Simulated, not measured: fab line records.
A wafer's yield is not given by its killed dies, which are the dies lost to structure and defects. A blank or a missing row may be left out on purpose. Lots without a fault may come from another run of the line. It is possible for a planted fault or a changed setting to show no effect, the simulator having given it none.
A lot that was struck, set against a sound lot    flow n5-finfet    37 out of 1938 route steps
Sound: these wafers, L321.2, L321.4, L321.5. Struck: wafer L326.1 (left out: L326.2, L326.5 of the same lot, which were not struck); the cause appears at the end.
Each step with rows lists, per side, the tool, then ch with its chambers, then its first start. Under that, the readings that differ: sound wafers    struck wafers    difference of the means    sigmas: that difference in standard deviations of wafers without a fault.
alike: readings whose means differ by less than 2 such deviations, and words and numbers that are the same on both sides. not compared: withheld readings, readings that some wafer has no value for, bounds like >300 that may hide the same value, and numbers for which the record gives no deviation and whose values overlap.
The two part at a step that has a row with sigmas, a row that says differs or no value, or rows on one side only. Numbers that don't overlap but have no deviation are shown without sigmas and don't part them. Lack of a reading on every wafer of one side parts them only where that side has two or more wafers.

first, 10 steps without rows for these wafers: N5_MOL_CONTACT_COAG_PRE_CLEAN_141 (time 60 s); N5_MOL_CONTACT_COAG_SPUTTER_143 (material Co, target thk 2.5 nm); N5_MOL_CONTACT_COAG_CO_FILL_22 (material Co, precursor CCTBA/H2, target thk 20 nm); N5_MOL_CONTACT_COAG_ANNEAL_113 (time 300 s); N5_MOL_CONTACT_COAG_PRE_CLEAN_142 (time 60 s); N5_MOL_CONTACT_COAG_SPUTTER_130 (material Co, target thk 47.5 nm); N5_MOL_CONTACT_COAG_PRECLEAN_125 (cleans in DIW, time 57.5 s); N5_MOL_CONTACT_COAG_SRD_126 (dry time 32 s); N5_MOL_CONTACT_COAG_CMP_23 (polishes, stops on SiO2, t overpolish 1.5 s, target thk 0 nm); N5_MOL_CONTACT_COAG_WET_ETCH_26 (target Co, target depth 13 nm).
N5_MOL_CONTACT_COAG_WET_ETCH_116: etches the open film in SC1-inhibited, target depth 4.6 nm, rinse time 30 s.
  sound on wet-bench-06 ch 3,4,7, day 8 12:51; struck on wet-bench-01 ch 0,6,7, day 9 10:22
then, 25 steps without rows for these wafers: N5_MOL_CONTACT_COAG_ALD_27 (deposits SiOC, target thk 17 nm, pulse time 1.5 s, time 2720 s); N5_MOL_CONTACT_COAG_CMP_28 (polishes, stops on SiNx, t overpolish 0.85 s, target thk 14.522 nm); N5_MOL_CONTACT_COAG_ALD_123 (deposits SiNx, target thk 5 nm, pulse time 1 s, purge time 2 s); N5_MOL_CONTACT_COAG_PECVD_31 (deposits SiO2 from TEOS/O2, target thk 46 nm, time 8.9 s); N5_MOL_CONTACT_COAG_COAT_75 (time 60 s, resist thk 60 nm); N5_MOL_CONTACT_COAG_COAT_76 (time 60 s, resist thk 10 nm); N5_MOL_CONTACT_COAG_COAT_77 (time 60 s, resist thk 10 nm); N5_MOL_CONTACT_COAG_COAT_78 (resist thk 40 nm); N5_MOL_CONTACT_COAG_EBR_80; N5_MOL_CONTACT_COAG_SOFTBAKE_79 (time 60 s); N5_MOL_CONTACT_COAG_EXPOSE_81 (exposes mask VG, defocus 0 nm); N5_MOL_CONTACT_COAG_PEB_82 (peb time 60 s); N5_MOL_CONTACT_COAG_DEVELOP_83 (develop time 30 s); N5_MOL_CONTACT_COAG_DESCUM_88 (chemistry O2, time 7 s); N5_MOL_CONTACT_COAG_ETCH_89 (etches underlayer in N2/H2, target depth 13 nm, time 10.4 s); N5_MOL_CONTACT_COAG_ETCH_90 (etches SiARC in CF4, target depth 13 nm, time 21.7 s); N5_MOL_CONTACT_COAG_ALD_131 (deposits SiO2, target thk 5 nm, pulse time 1 s, co reactant pulse time 1 s); N5_MOL_CONTACT_COAG_ETCHBACK_132 (etches SiO2 in CHF3, target depth 10 nm, time 6.7 s); N5_MOL_CONTACT_COAG_ETCH_91 (etches SOC in N2/H2, target depth 60 nm, overetch 21 nm, time 101.2 s); N5_MOL_CONTACT_COAG_STRIP_92 (strips in N2/H2); N5_MOL_CONTACT_COAG_STRIP_93 (strips in N2/H2); N5_MOL_CONTACT_COAG_ETCHBACK_135 (etches SiO2 in CHF3, target depth 25 nm, time 16.7 s); N5_MOL_CONTACT_COAG_STRIP_118 (strips in CHF3); N5_MOL_CONTACT_COAG_VIA_ETCH_46 (etches SiO2 in C4F6/O2, target depth 46 nm, overetch 9.2 nm, time 40 s); N5_MOL_CONTACT_COAG_STRIP_96 (strips in N2/H2).
-- here the record skips 8 days between the struck wafers' starts before and after, leaving off in module MOL_CONTACT_COAG and picking up in module PASSIVATION (first step shown: number 1936 of the route) --
N5_PASSIVATION_PROBE_49:
  only the struck wafers here have rows in the record (prober-02, day 17 14:58); the sound ones have none

## WHERE THEY PART
Within this record, at N5_PASSIVATION_PROBE_49 only.

WHY: the cause the simulator had injected
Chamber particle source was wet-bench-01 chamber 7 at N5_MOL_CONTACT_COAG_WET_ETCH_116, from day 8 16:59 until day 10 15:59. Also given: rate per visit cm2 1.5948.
